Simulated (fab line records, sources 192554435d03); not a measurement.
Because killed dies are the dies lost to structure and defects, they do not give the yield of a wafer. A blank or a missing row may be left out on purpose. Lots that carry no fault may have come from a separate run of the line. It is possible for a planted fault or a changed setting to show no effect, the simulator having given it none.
fab line records    flow n5-finfet
record: lots: 6  wafers: 18  last-day: 16
route steps=1938 shown BEOL_M1@762 BEOL_M4@1111
lots that met no fault: from a run of the same line without faults
start-h: hours from the record's first day to the start of the lot's first wafer shown    wait-h: hours elapsed since this lot's preceding step    " as in the row above    L1.1+2: one row covering several wafers at once    - no value, or no start given    * or withheld: withheld    < > ~ a bound
route shown NAME@n: a module of which the file shows steps, and the number in the route of the first    usual: the fault-free wafers' mean and standard deviation    same: alike in all rows    chamber/n: place in a boat    sites: the reading at each site    _std_site: the values' standard deviation    _edge_site: inner sites' mean taken away from outer sites' mean    radius-mm: for every site, how far away it sits from the centre of the wafer    mask NAME#n: copy n    behind: the most recent tool/chamber to have shaped the wafer    hold: what put the lot on hold/how long, in hours/how the hold closed    device: the transistor (n, p or np) that didn't switch    end of line: the tests these same wafers got at the end of their route    a step with no rows: only its recipe    killed: the dies lost at the first sort to structure and to defects; this is not the yield of the wafer    map: per-die view of a wafer (x killed, . not killed, _ where there is no die)
set.NAME: the setting as run; set.NAME@STEP: as run at that earlier step    model.NAME: the simulator's own value behind a step, which no gauge read
lots at selected steps of the route; one table per step, one row per wafer
services: a tool's chamber out of use, with start hour (start-h, from the record's first day; less than 0 if before it), hours out, and reason
== steps ==
step: N5_BEOL_M1_PEB_09
recipe: peb-temp-c: 100  peb-time-s: 60  resist: CAR-EUV
step: N5_BEOL_M1_DEVELOP_10
recipe: develop-time-s: 30  developer: TMAH  resist: CAR-EUV  rinse-liquid: surfactant-rinse  dry: air-spin  dev-temp-c: 23
step: N5_BEOL_M1_CD_MEAS_11
recipe: target-cd-nm: 17.05  landing-energy-ev: 500  detector: se-inlens  polarity: opening
usual: cd-nm: 17.06/0.24
lot.wafer  tool       chamber  start-h  wait-h  cd-nm
L872.2     cd-sem-03  0        142.91   -       17.39
L872.4     "          0        "        "       17.11
L872.5     "          0        "        "       17.23
L875.2     cd-sem-02  0        152.09   -       17.27
L875.5     "          0        "        "       16.49
L875.6     "          0        "        "       16.95
L883.1     cd-sem-03  0        205.73   -       17.35
L883.4     "          0        "        "       17.37
L883.6     "          0        "        "       16.86
L882.2     cd-sem-02  0        205.96   -       17.18
L882.5     "          0        "        "       17.26
L882.6     "          0        "        "       17.11
L887.1     cd-sem-03  0        221.11   -       17.65
L887.2     "          0        "        "       17.20
L887.5     "          0        "        "       17.40
L886.2     cd-sem-01  0        224.27   -       16.79
L886.4     "          0        "        "       17.35
L886.6     "          0        "        "       16.93
step: N5_BEOL_M1_OVL_MEAS_12
recipe: points-per-wafer: 522
usual: M1_OVL: 0.4/0.68
lot.wafer  tool        chamber  start-h  wait-h  M1_OVL[nm]
L872.2     overlay-02  0        142.95   0.0     -0.1
L872.4     "           0        "        "       0.0
L872.5     "           0        "        "       0.0
L875.2     overlay-02  0        152.12   0.0     0.3
L875.5     "           0        "        "       -0.7
L875.6     "           0        "        "       0.1
L883.1     overlay-02  0        205.76   0.0     -0.6
L883.4     "           0        "        "       0.3
L883.6     "           0        "        "       0.1
L882.2     overlay-01  0        206.00   0.0     0.8
L882.5     "           0        "        "       0.6
L882.6     "           0        "        "       1.5
L887.1     overlay-01  0        221.14   0.0     -0.5
L887.2     "           0        "        "       -1.3
L887.5     "           0        "        "       -0.9
L886.2     overlay-02  0        224.31   0.0     0.5
L886.4     "           0        "        "       -0.5
L886.6     "           0        "        "       0.1
step: N5_BEOL_M1_INSPECT_13
recipe: mode: adi  inspect-instrument: brightfield
usual: raw-defect-count: 438/93
lot.wafer  tool               chamber  start-h  wait-h  raw-defect-count
L872.2     defect-inspect-02  -        143.00   0.0     356
L872.4     "                  -        "        "       450
L872.5     "                  -        "        "       397
L875.2     defect-inspect-02  -        152.18   0.0     448
L875.5     "                  -        "        "       330
L875.6     "                  -        "        "       399
L883.1     defect-inspect-02  -        205.81   0.1     366
L883.4     "                  -        "        "       521
L883.6     "                  -        "        "       510
L882.2     defect-inspect-01  -        206.05   0.0     580
L882.5     "                  -        "        "       511
L882.6     "                  -        "        "       613
L887.1     defect-inspect-01  -        221.21   0.1     346
L887.2     "                  -        "        "       479
L887.5     "                  -        "        "       391
L886.2     defect-inspect-02  -        224.36   0.0     477
L886.4     "                  -        "        "       465
L886.6     "                  -        "        "       407
step: N5_BEOL_M1_DESCUM_16
recipe: chemistry: O2  time-s: 7  source-power-w: 50  bias-power-w: 20  pressure-mtorr: 20  rf-frequency-hz: 2.712e+07  temp-c: 40  resist: CAR-EUV  o2-flow-sccm: 225
step: N5_BEOL_M1_ETCH_74
recipe: chemistry: N2/H2  target: underlayer  target-depth-a: 65  mask-material: CAR-EUV  time-s: 5.2  ion-energy-ev: 200  pressure-mtorr: 30  source-w: 840  bias-w: 150  n2-flow-sccm: 200  h2-flow-sccm: 200  ends: cleared
usual: drypump-motor-current-A: 5.7/0.38  etch-rf-on-time-s: 5.20/0.12  oes-product-au: 0.71/0.074  rf-vpp-V: 524.8/2.2  showerhead-plenum-p-Torr: 2.58/0.076  throttle-valve-pct: 17.80/0.27
lot.wafer  tool         chamber  start-h  wait-h  drypump-motor-current-A  etch-rf-on-time-s  oes-product-au  rf-hours-counter-h  rf-vpp-V  showerhead-plenum-p-Torr  throttle-valve-pct
L872.2     rie-diel-04  2        143.07   0.0     6.4                      5.07               0.76            39                  525.9     2.60                      18.06
L872.4     "            3        "        "       5.7                      5.27               0.75            -                   524.8     2.62                      17.97
L872.5     "            0        "        "       5.9                      5.16               0.67            -                   523.4     2.54                      17.62
L875.2     rie-diel-05  1        152.25   0.0     5.6                      5.05               0.65            144                 521.6     2.53                      17.67
L875.5     "            3        "        "       5.6                      5.19               0.80            -                   521.5     2.48                      17.40
L875.6     "            0        "        "       6.2                      5.22               0.64            -                   526.6     2.65                      18.17
L883.1     rie-diel-02  0        206.48   0.0     5.4                      5.28               0.82            6                   529.3     2.74                      17.64
L883.4     "            3        "        "       5.2                      5.30               0.60            -                   526.1     2.65                      18.21
L883.6     "            0        "        "       5.3                      5.25               0.81            -                   528.8     2.74                      17.64
L882.2     rie-diel-04  1        206.53   0.0     5.4                      5.07               0.78            17                  522.1     2.49                      17.72
L882.5     "            2        "        "       6.4                      5.07               0.75            -                   526.4     2.59                      18.05
L882.6     "            1        "        "       5.4                      5.10               0.79            -                   523.3     2.49                      17.73
L887.1     rie-diel-02  1        221.61   0.0     4.9                      5.30               0.83            3                   523.3     2.60                      17.48
L887.2     "            0        "        "       5.3                      5.23               0.80            11                  527.9     2.74                      17.65
L887.5     "            3        "        "       5.2                      5.34               0.60            -                   524.5     2.65                      18.22
L886.2     rie-diel-02  2        224.70   0.0     5.6                      5.30               0.62            174                 522.3     2.52                      17.56
L886.4     "            3        "        "       5.2                      5.33               0.60            184                 528.3     2.65                      18.21
L886.6     "            3        "        "       5.2                      5.36               0.59            -                   526.4     2.65                      18.21
step: N5_BEOL_M1_ETCH_63
recipe: chemistry: CF4  target: SiARC  target-depth-a: 156  mask-material: CAR-EUV  time-s: 26  ion-energy-ev: 80  pressure-mtorr: 40  source-w: 545  bias-w: 36  Ar_flow_sccm: 100  cf4-flow-sccm: 100  ends: cleared
usual: drypump-motor-current-A: 5.7/0.38  etch-rf-on-time-s: 26.0/0.56  oes-product-au: 0.71/0.074  rf-vpp-V: 184.4/1  showerhead-plenum-p-Torr: 2.17/0.052  throttle-valve-pct: 15.55/0.21
lot.wafer  tool         chamber  start-h  wait-h  drypump-motor-current-A  etch-rf-on-time-s  oes-product-au  rf-hours-counter-h  rf-vpp-V  showerhead-plenum-p-Torr  throttle-valve-pct
L872.2     rie-diel-04  2        143.08   0.0     6.4                      24.9               0.77            39                  183.6     2.19                      15.65
L872.4     "            3        "        "       5.7                      26.1               0.75            -                   184.4     2.20                      15.66
L872.5     "            0        "        "       5.9                      25.5               0.67            -                   184.7     2.14                      15.40
L875.2     rie-diel-05  1        152.26   0.0     5.6                      24.8               0.66            144                 183.2     2.15                      15.55
L875.5     "            3        "        "       5.6                      25.9               0.81            -                   182.8     2.11                      15.39
L875.6     "            0        "        "       6.2                      26.3               0.64            -                   183.5     2.22                      15.87
L883.1     rie-diel-02  0        206.50   0.0     5.4                      26.3               0.81            6                   185.9     2.28                      15.21
L883.4     "            3        "        "       5.2                      26.4               0.61            -                   184.1     2.22                      15.84
L883.6     "            0        "        "       5.4                      26.2               0.82            -                   185.4     2.28                      15.21
L882.2     rie-diel-04  1        206.55   0.0     5.4                      25.8               0.78            17                  185.2     2.09                      15.29
L882.5     "            2        "        "       6.4                      25.2               0.75            -                   184.3     2.19                      15.68
L882.6     "            1        "        "       5.4                      25.7               0.78            -                   183.0     2.09                      15.29
L887.1     rie-diel-02  1        221.63   0.0     4.9                      26.1               0.83            3                   183.5     2.19                      15.23
L887.2     "            0        "        "       5.4                      26.3               0.79            11                  186.1     2.28                      15.22
L887.5     "            3        "        "       5.2                      26.7               0.60            -                   185.5     2.22                      15.87
L886.2     rie-diel-02  2        224.72   0.0     5.6                      26.1               0.63            174                 184.6     2.14                      15.52
L886.4     "            3        "        "       5.1                      26.6               0.59            184                 184.1     2.22                      15.87
L886.6     "            3        "        "       5.2                      26.3               0.60            -                   185.6     2.22                      15.88
step: N5_BEOL_M1_ETCH_64
recipe: chemistry: N2/H2  target: SOC  target-depth-a: 750  overetch-a: 150  mask-material: SiARC  temp-c: 40  time-s: 112.5  ion-energy-ev: 200  pressure-mtorr: 30  source-w: 840  bias-w: 150  n2-flow-sccm: 200  h2-flow-sccm: 200
usual: drypump-motor-current-A: 5.7/0.38  oes-product-au: 0.66/0.068  rf-vpp-V: 524.7/2.1  showerhead-plenum-p-Torr: 2.58/0.076  throttle-valve-pct: 17.76/0.27
lot.wafer  tool         chamber  start-h  wait-h  drypump-motor-current-A  oes-product-au  rf-hours-counter-h  rf-vpp-V  showerhead-plenum-p-Torr  throttle-valve-pct
L872.2     rie-diel-04  2        143.11   0.0     6.4                      0.70            39                  526.1     2.60                      17.98
L872.4     "            3        "        "       5.7                      0.70            -                   525.1     2.62                      17.97
L872.5     "            0        "        "       5.9                      0.62            -                   523.8     2.54                      17.57
L875.2     rie-diel-05  1        152.29   0.0     5.6                      0.60            144                 524.5     2.53                      17.65
L875.5     "            3        "        "       5.6                      0.73            -                   523.2     2.48                      17.36
L875.6     "            0        "        "       6.2                      0.60            -                   526.7     2.65                      18.14
L883.1     rie-diel-02  0        206.53   0.0     5.4                      0.75            6                   527.8     2.74                      17.60
L883.4     "            3        "        "       5.2                      0.56            -                   527.0     2.65                      18.17
L883.6     "            0        "        "       5.4                      0.75            -                   527.1     2.74                      17.60
L882.2     rie-diel-04  1        206.57   0.0     5.4                      0.73            17                  522.8     2.49                      17.68
L882.5     "            2        "        "       6.4                      0.69            -                   523.4     2.59                      18.02
L882.6     "            1        "        "       5.3                      0.73            -                   521.7     2.49                      17.65
L887.1     rie-diel-02  1        221.66   0.0     4.9                      0.77            3                   525.2     2.60                      17.44
L887.2     "            0        "        "       5.4                      0.75            11                  527.6     2.74                      17.62
L887.5     "            3        "        "       5.1                      0.56            -                   525.6     2.65                      18.18
L886.2     rie-diel-02  2        224.75   0.0     5.6                      0.59            174                 523.1     2.53                      17.55
L886.4     "            3        "        "       5.2                      0.56            184                 526.4     2.65                      18.18
L886.6     "            3        "        "       5.2                      0.56            -                   526.6     2.65                      18.20
step: N5_BEOL_M1_STRIP_65
recipe: chemistry: N2/H2  temp-c: 40  n2-flow-sccm: 200  h2-flow-sccm: 200  rf-frequency-hz: 6e+07
step: N5_BEOL_M1_STRIP_75
recipe: chemistry: N2/H2  temp-c: 40  n2-flow-sccm: 200  h2-flow-sccm: 200  rf-frequency-hz: 6e+07
step: N5_BEOL_M1_STRIP_66
recipe: chemistry: CF4  resist: SiARC  power-w: 300  bias-power-w: 75  pressure-mtorr: 50  cf4-flow-sccm: 150  rf-frequency-hz: 6e+07
usual: drypump-motor-current-A: 5.7/0.38  oes-product-au: 0.82/0.084  rf-vpp-V: 271.7/1.3  showerhead-plenum-p-Torr: 1.82/0.045  throttle-valve-pct: 13.50/0.21
lot.wafer  tool         chamber  start-h  wait-h  drypump-motor-current-A  oes-product-au  rf-hours-counter-h  rf-vpp-V  showerhead-plenum-p-Torr  throttle-valve-pct
L872.2     rie-diel-04  2        143.24   0.0     6.4                      0.87            39                  271.6     1.84                      13.59
L872.4     "            3        "        "       5.7                      0.88            -                   271.3     1.84                      13.59
L872.5     "            0        "        "       5.9                      0.77            -                   270.8     1.78                      13.35
L875.2     rie-diel-05  1        152.42   0.0     5.6                      0.75            144                 272.0     1.79                      13.52
L875.5     "            3        "        "       5.6                      0.93            -                   270.9     1.76                      13.29
L875.6     "            0        "        "       6.2                      0.74            -                   272.9     1.85                      13.80
L883.1     rie-diel-02  0        206.66   0.0     5.3                      0.95            6                   274.0     1.91                      13.18
L883.4     "            3        "        "       5.2                      0.70            -                   271.8     1.85                      13.81
L883.6     "            0        "        "       5.4                      0.95            -                   273.4     1.91                      13.19
L882.2     rie-diel-04  1        206.70   0.0     5.3                      0.91            17                  269.2     1.75                      13.23
L882.5     "            2        "        "       6.4                      0.84            -                   271.9     1.84                      13.63
L882.6     "            1        "        "       5.3                      0.90            -                   271.1     1.75                      13.23
L887.1     rie-diel-02  1        221.79   0.0     4.9                      0.96            3                   271.2     1.83                      13.19
L887.2     "            0        "        "       5.4                      0.93            11                  272.2     1.91                      13.18
L887.5     "            3        "        "       5.2                      0.70            -                   273.2     1.85                      13.81
L886.2     rie-diel-02  2        224.88   0.0     5.6                      0.74            174                 271.2     1.80                      13.56
L886.4     "            3        "        "       5.2                      0.71            184                 272.9     1.85                      13.82
L886.6     "            3        "        "       5.2                      0.69            -                   271.5     1.85                      13.83
step: N5_BEOL_M1_HM_OPEN_17
recipe: chemistry: Cl2/BCl3  target-depth-a: 200  overetch-a: 60  target: TiN  mask-material: SOC  ion-energy-ev: 150  pressure-mtorr: 10  icp-w: 1000  bias-w: 126  Cl2_flow_sccm: 53.25  bcl3-flow-sccm: 21.75  Ar_flow_sccm: 25
usual: bcl3-flow-sccm: 21.75/0.065  bias-w: 126.0/0.37  drypump-motor-current-A: 5.9/0.46  oes-product-au: 0.66/0.057  throttle-valve-pct: 22.19/0.21
lot.wafer  tool          chamber  start-h  wait-h  bcl3-flow-sccm  bias-w  drypump-motor-current-A  oes-product-au  rf-hours-counter-h  throttle-valve-pct  model.SOC_of_BEOL_M1_COAT_61.thk-nm
L872.2     rie-metal-02  1        143.28   0.0     21.66           125.7   5.3                      0.60            75                  22.12               52.4
L872.4     "             1        "        "       21.70           126.2   5.4                      0.59            -                   22.12               52.2
L872.5     "             0        "        "       21.80           125.8   5.6                      0.66            -                   22.34               52.4
L875.2     rie-metal-02  1        152.46   0.0     21.77           126.5   5.4                      0.59            76                  22.11               52.4
L875.5     "             0        "        "       21.74           125.5   5.6                      0.66            -                   22.36               52.2
L875.6     "             1        "        "       21.77           126.4   5.3                      0.59            -                   22.11               52.6
L883.1     rie-metal-01  1        206.70   0.0     -               -       -                        -               -                   -                   59.8
L883.4     "             1        "        "       -               -       -                        -               -                   -                   59.8
L883.6     "             0        "        "       -               -       -                        -               -                   -                   59.8
L882.2     rie-metal-02  1        206.74   0.0     -               -       -                        -               -                   -                   60.4
L882.5     "             0        "        "       -               -       -                        -               -                   -                   60.2
L882.6     "             1        "        "       -               -       -                        -               -                   -                   60.2
L887.1     rie-metal-03  1        221.84   0.0     21.73           126.6   5.9                      0.67            40                  22.09               52.2
L887.2     "             0        "        "       21.77           125.8   6.7                      0.72            26                  22.15               52
L887.5     "             1        "        "       21.72           126.7   5.9                      0.67            -                   22.09               52.2
L886.2     rie-metal-03  0        224.92   0.0     21.78           125.8   6.6                      0.72            27                  22.16               52.4
L886.4     "             0        "        "       21.91           125.8   6.6                      0.71            -                   22.15               52.2
L886.6     "             0        "        "       21.86           125.9   6.6                      0.72            -                   22.15               52.2
step: N5_BEOL_M1_STRIP_19
recipe: chemistry: O2  power-w: 400  temp-c: 40  pressure-mtorr: 30  rf-frequency-hz: 6e+07  bias-power-w: 0  overash-fraction: 0.2  o2-flow-sccm: 225
usual: drypump-motor-current-A: 5.7/0.36  oes-product-au: 0.83/0.078  rf-vpp-V: 3.7/0.54  showerhead-plenum-p-Torr: 2.12/0.041  throttle-valve-pct: 16.63/0.16
lot.wafer  tool         chamber  start-h  wait-h  drypump-motor-current-A  oes-product-au  rf-hours-counter-h  rf-vpp-V  showerhead-plenum-p-Torr  throttle-valve-pct
L872.2     rie-diel-04  0        143.39   0.1     5.9                      0.79            126                 5.0       2.13                      16.63
L872.4     "            0        "        "       5.9                      0.79            -                   3.5       2.13                      16.64
L872.5     "            3        "        "       5.7                      0.90            -                   4.4       2.12                      16.56
L875.2     rie-diel-05  2        152.57   0.1     5.5                      0.92            30                  3.8       2.16                      16.61
L875.5     "            2        "        "       5.5                      0.91            -                   4.0       2.16                      16.60
L875.6     "            1        "        "       5.6                      0.77            -                   4.2       2.12                      16.69
L883.1     rie-diel-04  2        206.94   0.2     6.4                      0.86            55                  3.1       2.13                      16.70
L883.4     "            0        "        "       5.9                      0.77            146                 3.8       2.12                      16.67
L883.6     "            3        "        "       5.7                      0.87            -                   2.9       2.11                      16.58
L882.2     rie-diel-02  2        206.96   0.2     5.6                      0.75            169                 4.0       2.11                      16.60
L882.5     "            2        "        "       5.5                      0.74            -                   4.5       2.11                      16.59
L882.6     "            0        "        "       5.4                      0.97            -                   3.8       2.23                      16.24
L887.1     rie-diel-04  2        221.98   0.1     6.4                      0.85            60                  5.3       2.13                      16.70
L887.2     "            1        "        "       5.4                      0.91            22                  3.2       2.03                      16.35
L887.5     "            0        "        "       5.9                      0.76            -                   4.1       2.12                      16.70
L886.2     rie-diel-04  1        225.03   0.1     5.3                      0.91            24                  4.4       2.03                      16.36
L886.4     "            0        "        "       5.9                      0.76            151                 4.7       2.12                      16.68
L886.6     "            1        "        "       5.4                      0.92            -                   3.5       2.03                      16.36
step: N5_BEOL_M1_CD_MEAS_18
recipe: pitch-nm: 36  target-cd-nm: 18
usual: cd-nm: 18.0/0.38
lot.wafer  tool       chamber  start-h  wait-h  cd-nm
L872.2     cd-sem-03  -        143.48   0.1     18.4
L872.4     "          -        "        "       17.5
L872.5     "          -        "        "       18.3
L875.2     cd-sem-03  -        152.64   0.1     18.6
L875.5     "          -        "        "       17.3
L875.6     "          -        "        "       17.5
L883.1     cd-sem-01  -        207.02   0.1     -
L883.4     "          -        "        "       -
L883.6     "          -        "        "       -
L882.2     cd-sem-02  -        207.03   0.1     -
L882.5     "          -        "        "       -
L882.6     "          -        "        "       -
L887.1     cd-sem-01  -        222.05   0.0     18.6
L887.2     "          -        "        "       18.2
L887.5     "          -        "        "       18.3
L886.2     cd-sem-02  -        225.10   0.1     18.3
L886.4     "          -        "        "       18.0
L886.6     "          -        "        "       18.2
step: N5_BEOL_M1_COAT_67
recipe: resist: SOC  temp-c: 250  time-s: 60  spin-rpm: 1500  resist-thk-nm: 60
step: N5_BEOL_M4_RC_MEAS_101
usual: DIBL_N: 35.7/1.5  DIBL_P: 35.7/2  IOFF_N: 0.155/0.026  IOFF_P: 0.20/0.031  ION_N: 675/11  ION_P: 462/7.1  SS_N: 71.3/0.57  SS_P: 73.1/0.56  VT_N: 250/3  VT_P: -251/3
lot.wafer  tool       chamber  start-h  wait-h  DIBL_N[mV/V]  DIBL_P[mV/V]  IOFF_N[nA/um]  IOFF_P[nA/um]  ION_N[uA/um]  ION_P[uA/um]  SS_N[mV/dec]  SS_P[mV/dec]  VT_N[mV]  VT_P[mV]
L872.2     prober-02  0        194.28   0.2     37.2          37.7          0.195          0.27           681           474           72.1          72.8          244       -245
L872.4     "          0        "        "       34.4          34.7          0.139          0.21           663           460           71.3          73.1          253       -249
L872.5     "          0        "        "       34.9          34.9          0.153          0.22           680           469           71.1          72.8          249       -247
L875.2     prober-01  0        198.56   0.2     37.8          36.2          0.187          0.20           659           448           72.3          73.6          249       -252
L875.5     "          0        "        "       35.0          35.7          0.163          0.22           672           464           71.6          72.9          247       -250
L875.6     "          0        "        "       35.7          35.3          0.162          0.19           672           451           71.3          73.2          250       -251
L887.1     prober-01  0        267.55   0.0     35.5          36.5          0.166          0.21           687           470           71.1          73.8          247       -251
L887.2     "          0        "        "       35.3          35.9          0.150          0.20           666           460           71.5          72.9          248       -250
L887.5     "          0        "        "       35.6          37.2          0.169          0.22           693           479           70.9          72.7          243       -249
L886.2     prober-01  0        277.89   0.2     39.6          39.1          0.210          0.26           682           469           72.1          75.0          248       -248
L886.4     "          0        "        "       37.9          36.8          0.171          0.22           675           469           72.6          73.8          246       -250
L886.6     "          0        "        "       35.7          34.8          0.146          0.19           683           464           72.1          72.7          250       -252
== services ==
tool          chamber  start-h  hours  kind
rie-diel-04   2        143.32   5.9    repair
rie-diel-04   -        144.48   0.2    repair
rie-diel-02   2        145.20   5.7    repair
rie-metal-02  -        153.70   1.6    repair
rie-diel-02   0        162.78   -      clean
rie-diel-02   0        162.78   -      consumable-replace:focus-ring
rie-diel-02   0        162.78   -      consumable-replace:showerhead
rie-diel-02   0        162.78   20.6   scheduled-down
rie-diel-02   0        162.78   20.6   vent-cycle
rie-diel-02   -        174.67   14.6   pm
rie-metal-02  0        185.95   2.6    repair
rie-diel-02   1        189.27   -      clean
rie-diel-02   1        189.27   -      consumable-replace:focus-ring
rie-diel-02   1        189.27   21.8   scheduled-down
rie-diel-02   1        189.27   21.8   vent-cycle
rie-diel-02   0        190.78   2.9    repair
rie-diel-02   3        201.95   4.0    repair
rie-diel-05   3        210.20   15.3   repair
== key ==
first-sign: step: N5_BEOL_M1_HM_OPEN_17  reading: tool-record  direction: missing
effect: step: N5_BEOL_M1_CD_MEAS_18  reading: cd-nm  direction: missing
model-effect: step: N5_BEOL_M1_HM_OPEN_17  value: SOC_of_BEOL_M1_COAT_61.thk-nm  without: 52.2  struck: 60.03
met-at N5_BEOL_M1_HM_OPEN_17
struck-wafers L882.2,L882.5,L882.6,L883.1,L883.4,L883.6
later-rows-left-out L882.2,L882.5,L882.6,L883.1,L883.4,L883.6
sort-left-out L882.2,L882.5,L882.6,L883.1,L883.4,L883.6
onset-between 152.46 206.70
fault: kind: skipped-step-whole  tool: rie-metal-01,rie-metal-02  chamber: -  onset-h: 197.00  steps: N5_BEOL_M1_HM_OPEN_17  scope: struck-lots-only
sort-left-out: the simulated sort isn't trusted on such a fault, so these wafers' sort isn't shown, and their yield isn't known
later-rows-left-out: the simulator's readings of these wafers behind a module that went badly wrong aren't trusted and aren't shown, but for the sort
